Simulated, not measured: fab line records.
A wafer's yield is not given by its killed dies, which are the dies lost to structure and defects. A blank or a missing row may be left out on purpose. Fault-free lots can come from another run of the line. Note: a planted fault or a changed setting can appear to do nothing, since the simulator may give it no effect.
A lot that was struck, set against a sound lot | flow nand_harc | 13 out of 1302 route steps
Sound: wafers L966.2, L966.4, L966.5. Struck: wafer L975.2. (L975.4, L975.5 of the same lot were not struck and are left out.) The cause comes at the end.
Each step with rows lists, per side, the tool, then ch with its chambers, then its first start. Under that, the readings that differ: sound wafers | struck wafers | difference of the means | sigmas: that difference in standard deviations of wafers without a fault.
alike: a reading whose means differ by less than 2 such deviations, as well as words and numbers matching on both sides. not compared: withheld readings; readings where some wafer has no value; bounds like >300 that might hide an equal value; numbers whose values overlap and for which the record gives no deviation.
A row with sigmas, a row that says differs or no value, or rows on one side alone: a step with any of these is where the two part. Non-overlapping numbers with no deviation appear without sigmas and do not part them. A reading that every wafer of one side lacks parts them only if that side has two wafers or more.

NHARC_A_STAIRCASE_DESCUM_312: chemistry O2, time 3 s.
  sound on rie_diel-13 ch 1,2,3, day 19 03:27; struck on rie_diel-13 ch 1, day 23 01:23
  alike: chamber_pressure_mTorr, drypump_motor_current_A, oes_product_au, rf_vpp_V, showerhead_plenum_p_Torr, throttle_valve_pct
  not compared: rf_hours_counter_h
NHARC_A_STAIRCASE_ETCH_313: etches the open film in CF4/CHF3.
  sound on rie_diel-13 ch 2,3, day 19 03:32; struck on rie_diel-13 ch 2, day 23 01:28
  reading               | sound             | struck | difference | sigmas
  oes_product_au (a.u.) | 0.936 0.942 0.944 | 0.974  | +0.033     | +3
  rf_fwd_power_W (W)    | 498.0 496.7 492.1 | 499.7  | +4.1       | +2
  alike: chamber_pressure_mTorr, drypump_motor_current_A, rf_vpp_V, showerhead_plenum_p_Torr, throttle_valve_pct
  not compared: rf_hours_counter_h
NHARC_A_STAIRCASE_HM_OPEN_463: chemistry O2/COS.
  sound on rie_diel-13 ch 0,3; struck on rie_diel-13 ch 1
  alike: chamber_pressure_mTorr, drypump_motor_current_A, oes_product_au, rf_fwd_power_W, rf_vpp_V, showerhead_plenum_p_Torr, throttle_valve_pct
  not compared: rf_hours_counter_h
then, 1 step without rows for these wafers: NHARC_A_STAIRCASE_STRIP_464 (strips in O2/COS).
NHARC_A_STAIRCASE_ETCH_453: etches the open film in CF4/O2, target depth 30 nm, overetch 3 nm, time 16.5 s.
  sound on rie_diel-13 ch 1,2; struck on rie_diel-13 ch 3
  reading            | sound             | struck | difference | sigmas
  rf_fwd_power_W (W) | 295.8 292.4 296.5 | 291.1  | -3.8       | -2
  alike: chamber_pressure_mTorr, drypump_motor_current_A, oes_product_au, rf_vpp_V, showerhead_plenum_p_Torr, throttle_valve_pct
  not compared: rf_hours_counter_h
then, 1 step without rows for these wafers: NHARC_A_STAIRCASE_ETCH_315 (etches the open film in C4F8/O2/Ar, target depth 2500 nm, time 607.1 s).
NHARC_A_STAIRCASE_STRIP_316: strips in O2.
  sound on rie_diel-13 ch 1,3; struck on rie_diel-13 ch 0
  alike: chamber_pressure_mTorr, drypump_motor_current_A, oes_product_au, rf_vpp_V, showerhead_plenum_p_Torr, throttle_valve_pct
  not compared: rf_hours_counter_h
then, 4 steps without rows for these wafers: NHARC_A_STAIRCASE_STRIP_317 (strips in SPM, time 900 s); NHARC_A_STAIRCASE_PRECLEAN_318 (cleans in SC1); NHARC_A_STAIRCASE_SRD_329; NHARC_A_STAIRCASE_ALD_415 (deposits SiO2, target thk 30 nm, pulse time 6 s, ald cycles 300).
NHARC_A_STAIRCASE_ETCHBACK_416: etches the open film in C4F8/O2/Ar, target depth 36 nm, time 7.2 s.
  sound on rie_diel-13 ch 0,2, day 19 09:27; struck on rie_diel-13 ch 0, day 23 05:17
  reading               | sound             | struck | difference | sigmas
  oes_product_au (a.u.) | 0.930 0.929 0.930 | 0.787  | -0.143     | -8
  alike: chamber_pressure_mTorr, rf_fwd_power_W, rf_vpp_V
  not compared: rf_hours_counter_h
then, 1 step without rows for these wafers: NHARC_A_STAIRCASE_STRIP_476 (strips in O2, time 20 s).

== WHERE THEY PART ==
Last at NHARC_A_STAIRCASE_ETCHBACK_416 as far as this record goes, first at NHARC_A_STAIRCASE_ETCH_313.

WHY: what had been put in by the simulator
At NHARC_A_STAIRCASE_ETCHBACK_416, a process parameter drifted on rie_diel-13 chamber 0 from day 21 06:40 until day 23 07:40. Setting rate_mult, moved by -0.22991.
